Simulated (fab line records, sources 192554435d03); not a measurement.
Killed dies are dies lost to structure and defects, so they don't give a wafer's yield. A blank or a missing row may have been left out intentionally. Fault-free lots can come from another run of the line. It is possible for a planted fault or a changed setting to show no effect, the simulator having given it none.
What tool caused it? | flow n5 finfet | 7 lots with 21 wafers sampled at 4 steps, on a route of 1938 steps

== WHAT THE GAUGES READ, wafer by wafer ==
N5_FIN_SAQP_CD_MEAS_31: target cd 8 nm.
lot  | measured    | on        | cd nm (nm)
L453 | day 2 14:44 | cd sem-03 | 7.96 8.51 7.78
L457 | day 3 13:11 | cd sem-01 | 7.94 8.19 7.54
L459 | day 4 02:52 | cd sem-01 | 7.98 7.86 8.02
L461 | day 4 14:34 | cd sem-03 | 8.19 8.43 7.76
L463 | day 5 03:55 | cd sem-03 | 8.20 8.18 8.25
L465 | day 5 14:41 | cd sem-01 | 8.09 8.22 8.38
L473 | day 7 14:10 | cd sem-02 | 8.13 7.99 8.29

== TOOL THAT RAN EACH LOT (tool first, then ch and the chambers of the sampled wafers, then the start) ==
lot  | N5_FIN_SAQP_ETCH_65             | N5_FIN_SAQP_SPACER2_ALD_28       | N5_FIN_SAQP_MANDREL2_REMOVE_60
L453 | rie si-02 ch 0,2,3, day 2 13:20 | ald sin-03 ch 1,2, day 2 14:13   | rie si-03 ch 0,1,2, day 2 14:38
L457 | rie si-02 ch 0,1,2, day 3 11:47 | ald sin-02 ch 1,2,3, day 3 12:40 | rie si-02 ch 0,1,2, day 3 13:04
L459 | rie si-06 ch 1,2,3, day 4 01:21 | ald sin-03 ch 0,2,3, day 4 02:21 | rie si-06 ch 2,3, day 4 02:46
L461 | rie si-06 ch 0,1,3, day 4 12:58 | ald sin-01 ch 0,2, day 4 13:57   | rie si-06 ch 0,2,3, day 4 14:27
L463 | rie si-03 ch 0,1,2, day 5 01:37 | ald sin-01 ch 0,3, day 5 03:07   | rie si-02 ch 0,1,3, day 5 03:49
L465 | rie si-06 ch 0,2,3, day 5 12:55 | ald sin-02 ch 1,2,3, day 5 14:09 | rie si-02 ch 0,1,2, day 5 14:34
L473 | rie si-02 ch 2,3, day 7 11:50   | ald sin-02 ch 0,2,3, day 7 13:38 | rie si-06 ch 0,1,2, day 7 14:02
- N5_FIN_SAQP_ETCH_65: etches SiO2 in CF4, target depth 4 nm, time 4.4 s.
- N5_FIN_SAQP_SPACER2_ALD_28: deposits SiO2, target thk 8.1 nm, pulse time 1 s, purge time 2 s.
- N5_FIN_SAQP_MANDREL2_REMOVE_60: chemistry HBr/Cl2/O2, target a-Si, stops on SiNx, bt time 10 s.

== THE ANSWER, worked out from the rows above alone ==
Rule: the usual values come from the lots themselves. Put in order of their means at a reading, lots are off if they are a third of the lots or fewer, leave a main group of 4 or more, and stand apart from it by a gap of 3 or more times the standard deviation of the main group's means; of several such gaps the widest counts. A main group whose means are all the same, to the digits that the tables above print for the reading, isn't used. Also off: a lot with no number at a reading for which 4 or more lots have one. The other lots that the step has rows for count as sound.
Nothing can be told from this: no lot is off at any reading shown.

== WHAT HAD BEEN PUT IN BY THE SIMULATOR ==
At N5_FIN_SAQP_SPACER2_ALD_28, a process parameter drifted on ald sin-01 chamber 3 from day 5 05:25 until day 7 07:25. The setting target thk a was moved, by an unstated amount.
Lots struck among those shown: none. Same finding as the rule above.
